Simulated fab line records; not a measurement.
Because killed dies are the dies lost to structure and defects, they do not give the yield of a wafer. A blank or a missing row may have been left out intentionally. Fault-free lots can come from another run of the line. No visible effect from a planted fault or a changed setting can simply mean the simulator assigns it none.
A lot that was struck, set against a sound lot || flow n5-finfet || 38 steps out of a route of 1938
Sound: these wafers, L721.1, L721.3, L721.6. Struck: wafers L730.1, L730.2, L730.3. The cause comes at the end.
Order at every step that has rows: each side's tool, ch and its chambers, its first start. Under that, the readings that differ: sound wafers || struck wafers || difference of the means || sigmas: that difference in standard deviations of wafers without a fault.
alike: readings whose means differ by less than 2 such deviations, and words and numbers that are the same on both sides. not compared: withheld readings, readings that some wafer has no value for, bounds like >300 that may hide the same value, and numbers for which the record gives no deviation and whose values overlap.
A row with sigmas, a row that says differs or no value, or rows on one side alone: a step with any of these is where the two part. Non-overlapping numbers with no deviation appear without sigmas and do not part them. A reading that every wafer of one side lacks parts them only if that side has two wafers or more.

first, 9 steps without rows for these wafers: N5_BEOL_M4_ANNEAL_95 (time 240 s); N5_BEOL_M4_SPUTTER_96 (material Cu, target thk 4.5 nm, time 8.29 s); N5_BEOL_M4_ECD_50 (material Cu, target thk 300 nm); N5_BEOL_M4_ANNEAL_51 (time 90 s); N5_BEOL_M4_CMP_52 (polishes, stops on SiOC, t overpolish 6.8 s, target thk 40 nm); N5_BEOL_M4_PRE_CLEAN_60 (time 15 s); N5_BEOL_M4_CO_CAP_55 (material Co, precursor CCTBA/H2, target thk 2 nm, time 102.1 s); N5_BEOL_M4_PRE_CLEAN_56 (time 15 s); N5_BEOL_M4_DEP_57 (deposits SiCN from 3MS/NH3, target thk 8 nm, time 14 s).
N5_BEOL_M4_RC_MEAS_101:
  sound on prober-02 ch 0, day 10 15:45; struck on prober-02 ch 0, day 12 20:49
  alike: DIBL_N, DIBL_P, IOFF_N, IOFF_P, ION_N, ION_P, SS_N, SS_P, VT_N, VT_P
then, 24 steps without rows for these wafers: N5_BEOL_M5_ILD_DEP_00 (deposits SiCOH lowk from DEMS/porogen, target thk 140.64 nm, time 25.9 s); N5_BEOL_M5_CURE_79 (cures SiCOH lowk, time 240 s); N5_BEOL_M5_PECVD_70 (deposits SiO2 from TEOS/O2, target thk 16 nm, time 18 s); N5_BEOL_M5_HM_DEP_02 (deposits TiN, target thk 20 nm); N5_BEOL_M5_COAT_59 (time 60 s, resist thk 60 nm); N5_BEOL_M5_COAT_60 (time 60 s, resist thk 12 nm); N5_BEOL_M5_COAT_71 (time 60 s, resist thk 5 nm); N5_BEOL_M5_COAT_05 (resist thk 30 nm); N5_BEOL_M5_EBR_07; N5_BEOL_M5_SOFTBAKE_06 (time 60 s); N5_BEOL_M5_EXPOSE_08 (exposes mask M5, target cd 28 nm); N5_BEOL_M5_PEB_09 (peb time 60 s); N5_BEOL_M5_DEVELOP_10 (develop time 30 s); N5_BEOL_M5_DESCUM_16 (chemistry O2, time 7 s); N5_BEOL_M5_ETCH_72 (etches underlayer in N2/H2, target depth 6.5 nm, time 5.2 s); N5_BEOL_M5_ETCH_61 (etches SiARC in CF4, target depth 15.6 nm, time 26 s); N5_BEOL_M5_ETCH_62 (etches SOC in N2/H2, target depth 75 nm, overetch 15 nm, time 112.5 s); N5_BEOL_M5_STRIP_63 (strips in N2/H2); N5_BEOL_M5_STRIP_73 (strips in N2/H2); N5_BEOL_M5_STRIP_64 (strips in CF4); N5_BEOL_M5_HM_OPEN_17 (chemistry Cl2/BCl3, target TiN, target depth 20 nm, overetch 6 nm); N5_BEOL_M5_STRIP_19 (strips in O2); N5_BEOL_M5_COAT_65 (time 60 s, resist thk 60 nm); N5_BEOL_M5_COAT_66 (time 60 s, resist thk 12 nm).
-- a jump in the record: the struck wafers' starts before and after are 3 days apart (it breaks off in module BEOL_M5 and resumes in module BEOL_M12, where the first step shown is number 1639 of the route) --
N5_BEOL_M12_TRENCH_ETCH_34: etches SiOC in C4F8/O2/Ar, target depth 318.95 nm, time 125.5 s.
  sound on rie-diel-04 ch 1,2, day 13 13:47; struck on rie-diel-01 ch 0,2,3, day 15 22:08
  no value came back on the struck wafers for any of 7 readings (C4F8_flow_sccm (sccm), O2_flow_sccm (sccm) and others); on the sound wafers C4F8_flow_sccm (sccm) reads 14.99 14.99 15.01
{"reading": "model.SiARC_of_BEOL_M12_COAT_66.thk-nm (nm)", "sound": "0 0 0", "struck": "86.6 86.4 85.2", "difference": "+86.1", "sigmas": ""}
  not compared: rf-hours-counter-h
N5_BEOL_M12_OCD_MEAS_35:
  sound: ocd-02 at day 13 13:57; struck: ocd-01 at day 15 22:18
{"reading": "trench-depth-nm (nm)", "sound": "321 321 318", "struck": "0 0 0", "difference": -320, "sigmas": -59}
N5_BEOL_M12_CMP_49: polishes, stops on SiOC, t overpolish 20.6 s, target thk 320 nm.
  sound on cmp-03 ch 0,1, day 13 19:07; struck on cmp-01 ch 0,2,3, day 16 02:28
{"reading": "model.Cu_of_BEOL_M12_ECD_47.thk-nm (nm)", "sound": "320.2 321.8 316", "struck": "2.2 3 0", "difference": -317.6, "sigmas": ""}
  alike: barrier-field-endpoint-s, motor-current-A, overpolish-run-s, slurry-filter-dp-kPa
N5_PASSIVATION_PROBE_49:
  sound: prober-02 at day 15 08:38; struck: prober-01 at day 17 18:44
{"reading": "defect-limited-yield (%)", "sound": "92.5 90.0 90.8", "struck": "0 0 0", "difference": -91, "sigmas": -65}
{"reading": "killed_at_M4_up", "sound": "22 21 19", "struck": "1088 1109 1097", "difference": "+1077", "sigmas": "+99 or more"}
{"reading": "killed-dies", "sound": "89 118 109", "struck": "1180 1180 1180", "difference": "+1075", "sigmas": "+67"}
{"reading": "killed-on-rim", "sound": "8 18 17", "struck": "152 152 152", "difference": "+138", "sigmas": "+33"}
{"reading": "sort_bin_5_function (%)", "sound": "4.3 6.2 5.6", "struck": "95.9 96.9 96.9", "difference": "+91.2", "sigmas": "+99 or more"}
{"reading": "sort-n-pass", "sound": "1091 1062 1071", "struck": "0 0 0", "difference": -1075, "sigmas": -51}
{"reading": "sort-yield-pct (%)", "sound": "92.5 90.0 90.8", "struck": "0 0 0", "difference": -91, "sigmas": -51}
  alike: killed_at_M0_to_M3, killed-at-contacts, killed-at-front-end, killed-at-other, killed-open, killed-short, sort_bin_6_memory

## WHERE THEY PART
First at N5_BEOL_M12_TRENCH_ETCH_34; last, within this record, at N5_PASSIVATION_PROBE_49.

WHY: what the simulator had put in
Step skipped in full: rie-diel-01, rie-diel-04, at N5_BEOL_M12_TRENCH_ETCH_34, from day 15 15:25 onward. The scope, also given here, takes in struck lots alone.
